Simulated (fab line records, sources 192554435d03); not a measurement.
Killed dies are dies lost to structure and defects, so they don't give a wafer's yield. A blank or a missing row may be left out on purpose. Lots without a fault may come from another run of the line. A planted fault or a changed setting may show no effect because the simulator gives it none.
One fault seen from 3 desks | flow n5_finfet | each desk has only its own numbers; what lay behind them comes last

THE TOOL OWNER'S DESK: pecvd-02
The tool's own readings at N5_MIM_TOP_ETCH_PECVD_03 (deposits SiNx from SiH4/NH3/N2, target thk 20 nm, time 17.6 s): means of the sampled wafers that have a number, for each lot that ran on this tool. A lot is out of limits, marked OUT, if its mean lies more than 4 standard deviations from the usual mean; the brackets give that distance.
Columns: A = heater_power_w at N5_MIM_TOP_ETCH_PECVD_03, usual 813 W; B = showerhead_plenum_p_Torr at N5_MIM_TOP_ETCH_PECVD_03, usual 5.09 Torr; C = throttle_valve_pct at N5_MIM_TOP_ETCH_PECVD_03, usual 40.7 %
lot  | first seen here | A   | B    | C
L811 | day 12 06:29    | 729 | 5.05 | 38.5
L812 | day 12 06:37    | 718 | 5.06 | 40.3
L818 | day 13 16:09    | 745 | 5.05 | 42.7
L821 | day 14 01:56    | 733 | 5.05 | 40.8
L822 | day 14 13:59    | 724 | 5.06 | 40.8
L830 | day 16 20:41    | 712 | 5.04 | 40.9
This desk's finding: nothing out of limits on any of the 6 lots.

THE DEFECT DESK
What the inspections along the route counted, lot by lot: means of the sampled wafers that have a number. A lot is out of limits, marked OUT, if its mean lies more than 4 standard deviations from the usual mean; the brackets give that distance.
Columns: A = raw_defect_count at N5_PASSIVATION_INSPECT_67, usual 2.0
lot  | first seen here | A
L811 | day 12 13:25    | 3.0
L812 | day 12 13:58    | 1.7
L818 | day 14 00:05    | 2.3
L821 | day 14 08:48    | 1.5
L822 | day 14 20:55    | 3.0
L824 | day 15 20:56    | 0.7
L827 | day 15 23:07    | 3.3
L829 | day 17 02:24    | 2.3
L830 | day 17 03:05    | 4.3
L833 | day 17 16:39    | 3.0
This desk's finding: nothing out of limits on any of the 10 lots.

THE METROLOGY DESK
What the gauges read, lot by lot, whatever tool the lot ran on: means of the sampled wafers that have a number. A lot is out of limits, marked OUT, if its mean lies more than 4 standard deviations from the usual mean; the brackets give that distance. Of its 11 readings 7 are shown: those that lie furthest out on some lot.
Columns: A = DIBL_P at N5_BEOL_M4_RC_MEAS_101, usual 36.2 mV/V; B = IOFF_N at N5_BEOL_M4_RC_MEAS_101, usual 0.157 nA/um; C = IOFF_P at N5_BEOL_M4_RC_MEAS_101, usual 0.206 nA/um; D = ION_N at N5_BEOL_M4_RC_MEAS_101, usual 673 uA/um; E = ION_P at N5_BEOL_M4_RC_MEAS_101, usual 461 uA/um; F = VT_N at N5_BEOL_M4_RC_MEAS_101, usual 249.9 mV; G = VT_P at N5_BEOL_M4_RC_MEAS_101, usual -250.6 mV
lot  | first seen here | A    | B     | C     | D   | E   | F     | G
L811 | day 8 05:33     | 35.3 | 0.145 | 0.190 | 674 | 463 | 249.8 | -251.6
L812 | day 8 10:10     | 37.1 | 0.152 | 0.209 | 662 | 457 | 252.5 | -251.4
L818 | day 9 14:26     | 35.7 | 0.151 | 0.182 | 675 | 460 | 250.0 | -252.2
L821 | day 10 18:02    | 35.7 | 0.156 | 0.205 | 673 | 465 | 249.3 | -249.7
L822 | day 10 21:08    | 37.8 | 0.165 | 0.212 | 675 | 459 | 250.7 | -252.1
L824 | day 11 11:57    | 36.1 | 0.186 | 0.254 | 685 | 472 | 246.0 | -245.8
L827 | day 12 04:47    | 36.9 | 0.165 | 0.200 | 670 | 458 | 248.8 | -253.0
L829 | day 12 17:07    | 34.9 | 0.133 | 0.166 | 664 | 453 | 252.3 | -255.3
L830 | day 12 23:17    | 35.7 | 0.150 | 0.212 | 676 | 468 | 249.6 | -247.9
L833 | day 13 18:34    | 39.3 | 0.193 | 0.216 | 690 | 464 | 246.7 | -248.7
This desk's finding: nothing out of limits on any of the 10 lots.

PUT TOGETHER
The tool owner's desk saw nothing out of limits.
The defect desk saw nothing out of limits.
The metrology desk saw nothing out of limits.

WHAT THE SIMULATOR HAD PUT IN
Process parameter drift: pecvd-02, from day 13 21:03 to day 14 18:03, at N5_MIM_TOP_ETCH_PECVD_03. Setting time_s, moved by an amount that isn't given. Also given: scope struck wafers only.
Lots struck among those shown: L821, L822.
